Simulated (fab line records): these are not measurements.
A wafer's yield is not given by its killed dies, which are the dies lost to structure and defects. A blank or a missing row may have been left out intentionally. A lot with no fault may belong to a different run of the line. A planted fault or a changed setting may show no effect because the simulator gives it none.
Matching of chambers :: flow nand harc :: 3 sister chambers for NHARC_P_CONTACT_ALD_22 on ald metal-04
The step deposits TiN, target thk 3 nm, pulse time 1 s, ald cycles 150. 6 wafers are shown with their chamber, then 3 later ones without.

WAFERS WITH THEIR CHAMBER
wafer: L145.4
chamber: 1
heater power w (W): 1065
precursor pulse height rel: 1.005

wafer: L148.3
chamber: 1
heater power w (W): 1034
precursor pulse height rel: 1.022

wafer: L152.2
chamber: 3
heater power w (W): 1065
precursor pulse height rel: 1.009

wafer: L152.6
chamber: 0
heater power w (W): 1104
precursor pulse height rel: 0.985

wafer: L161.3
chamber: 3
heater power w (W): 1071
precursor pulse height rel: 0.997

wafer: L161.4
chamber: 0
heater power w (W): 1121
precursor pulse height rel: 1.012

WAFERS WITH NO CHAMBER GIVEN
wafer: L167.1
heater power w (W): 1176
precursor pulse height rel: 0.971

wafer: L167.6
heater power w (W): 1068
precursor pulse height rel: 1.027

wafer: L166.4
heater power w (W): 1167
precursor pulse height rel: 0.993

EACH ONE'S CHAMBER
wafer: L167.1
from the rows above: 0
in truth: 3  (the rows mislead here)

wafer: L167.6
from the rows above: can't be placed: 1 or 3
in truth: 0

wafer: L166.4
from the rows above: 0
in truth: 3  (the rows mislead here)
0 of 3 placed correctly. These rows do not allow placing 1 (true chamber among the candidates in 0). Number placed wrongly: 2.
How it was worked out, from the rows above alone: a wafer's distance from a chamber is the root of the sum, over the readings, of the square of ((its reading less the chamber's mean) divided by the reading's scatter). The wafer belongs to the nearest chamber; if the next one is less than 2 further off, it can't be placed. For every chamber, the mean is computed from those of its wafers that are shown. The scatter is the square root of a quotient: the sum, over the shown wafers, of each reading's squared deviation from its chamber's mean, divided by wafers minus chambers.
